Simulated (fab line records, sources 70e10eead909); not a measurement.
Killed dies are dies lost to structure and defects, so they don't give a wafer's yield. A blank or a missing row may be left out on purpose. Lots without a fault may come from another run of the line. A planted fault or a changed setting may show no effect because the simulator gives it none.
Chamber matching | flow nand_harc | NHARC_A_STAIRCASE_ALD_420 on ald_hk-03: 4 sister chambers
The step deposits SiO2, target thk 20 nm, pulse time 6 s, ald cycles 200. 4 wafers are shown with their chamber, then 10 later ones without.

WAFERS WITH THEIR CHAMBER
wafer  | chamber | heater_power_w (W)
L085.1 | 1       | 435
L089.3 | 2       | 424
L090.1 | 0       | 391
L090.3 | 3       | 500

WAFERS WITHOUT THEIR CHAMBER
wafer  | heater_power_w (W)
L090.4 | 423
L092.1 | 429
L092.4 | 481
L092.5 | 389
L094.1 | 484
L094.2 | 438
L094.3 | 408
L094.4 | 400
L094.5 | 435
L094.6 | 389

WHICH CHAMBER EACH WENT THROUGH
wafer  | from the rows above          | in truth
L090.4 | can't be placed: 2 or 1      | 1
L092.1 | can't be placed: 2 or 1      | 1
L092.4 | 3                            | 3
L092.5 | 0                            | 0
L094.1 | 3                            | 3
L094.2 | can't be placed: 1 or 2      | 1
L094.3 | can't be placed: 2 or 0 or 1 | 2
L094.4 | can't be placed: 0 or 2      | 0
L094.5 | can't be placed: 1 or 2      | 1
L094.6 | 0                            | 0
Placed correctly: 4 of 10. Can't be placed from these rows: 6 (the true chamber is among the candidates in 6). Placed wrongly: 0.
How it was worked out, from the rows above alone: a wafer's distance from a chamber is the root of the sum, over the readings, of the square of ((its reading less the chamber's mean) divided by the reading's scatter). The wafer belongs to the nearest chamber; if the next one is less than 2 further off, it can't be placed. A chamber's mean is the mean of its shown wafers. The scatter: with one shown wafer a chamber, the root of the mean of the squares of how far each hidden wafer lies from its nearest shown one.
